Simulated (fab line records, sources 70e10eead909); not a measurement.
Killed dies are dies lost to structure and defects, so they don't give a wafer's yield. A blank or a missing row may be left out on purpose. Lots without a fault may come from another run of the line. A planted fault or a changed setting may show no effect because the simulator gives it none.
Chamber matching | flow nand_harc | NHARC_A_SGD_CUT_ETCHBACK_24 on rie_diel-06: 4 sister chambers
The step etches the open film in CH3F/O2, target depth 50 nm, time 92.857 s. 22 wafers are shown with their chamber, then 11 later ones without.

WAFERS WITH THEIR CHAMBER
wafer  | chamber | drypump_motor_current_A (A) | showerhead_plenum_p_Torr (Torr) | rf_vpp_V (V)
L074.1 | 2       | 5.1                         | 2.33                            | 242.9
L074.2 | 0       | 5.3                         | 2.51                            | 244.4
L074.5 | 2       | 5.1                         | 2.33                            | 243.5
L075.1 | 1       | 6.4                         | 2.53                            | 245.8
L075.2 | 2       | 5.0                         | 2.33                            | 241.5
L075.4 | 1       | 6.4                         | 2.53                            | 244.3
L079.1 | 1       | 6.4                         | 2.53                            | 244.9
L079.4 | 2       | 5.0                         | 2.32                            | 242.7
L079.6 | 0       | 5.3                         | 2.51                            | 245.9
L078.3 | 0       | 5.3                         | 2.51                            | 246.4
L078.4 | 3       | 5.8                         | 2.34                            | 242.9
L078.5 | 2       | 5.0                         | 2.32                            | 243.0
L082.2 | 1       | 6.4                         | 2.52                            | 245.8
L082.3 | 0       | 5.3                         | 2.51                            | 245.4
L082.5 | 3       | 5.8                         | 2.34                            | 242.4
L083.2 | 3       | 5.8                         | 2.34                            | 242.2
L083.3 | 2       | 5.1                         | 2.32                            | 242.9
L083.5 | 1       | 6.4                         | 2.52                            | 245.2
L087.1 | 2       | 5.0                         | 2.32                            | 242.5
L087.3 | 0       | 5.3                         | 2.51                            | 246.7
L087.5 | 2       | 5.1                         | 2.32                            | 241.6
L089.1 | 3       | 5.8                         | 2.34                            | 241.7

SIGNATURES (means of the wafers above)
reading                  | chamber 0 | chamber 1 | chamber 2 | chamber 3 | scatter within a chamber
drypump_motor_current_A  | 5.300     | 6.400     | 5.050     | 5.800     | 0.0333
showerhead_plenum_p_Torr | 2.5100    | 2.5260    | 2.3237    | 2.3400    | 0.00413
rf_vpp_V                 | 245.760   | 245.200   | 242.575   | 242.300   | 0.708
Rule: a wafer's distance from a chamber is the root of the sum, over the readings, of the square of ((its reading less the chamber's mean) divided by the reading's scatter). The wafer belongs to the nearest chamber; if the next one is less than 2 further off, it can't be placed. The scatter: the root of (the sum of the squares of (reading less its chamber's mean) over the shown wafers, divided by (wafers less chambers)).

WAFERS WITHOUT THEIR CHAMBER
wafer  | drypump_motor_current_A (A) | showerhead_plenum_p_Torr (Torr) | rf_vpp_V (V)
L089.3 | 5.1                         | 2.32                            | 240.8
L089.6 | 5.4                         | 2.51                            | 245.4
L091.1 | 5.0                         | 2.32                            | 243.4
L091.3 | 6.4                         | 2.52                            | 246.8
L091.4 | 5.3                         | 2.51                            | 245.7
L092.2 | 5.8                         | 2.34                            | 243.7
L092.4 | 6.4                         | 2.52                            | 245.1
L092.5 | 6.4                         | 2.52                            | 244.3
L094.3 | 5.0                         | 2.32                            | 244.1
L094.4 | 5.8                         | 2.34                            | 242.9
L094.5 | 5.8                         | 2.34                            | 243.2

WHICH CHAMBER EACH WENT THROUGH
wafer  | from the rows above | in truth
L089.3 | 2                   | 2
L089.6 | 0                   | 0
L091.1 | 2                   | 2
L091.3 | 1                   | 1
L091.4 | 0                   | 0
L092.2 | 3                   | 3
L092.4 | 1                   | 1
L092.5 | 1                   | 1
L094.3 | 2                   | 2
L094.4 | 3                   | 3
L094.5 | 3                   | 3
Placed correctly: 11 of 11. Can't be placed from these rows: 0. Placed wrongly: 0.
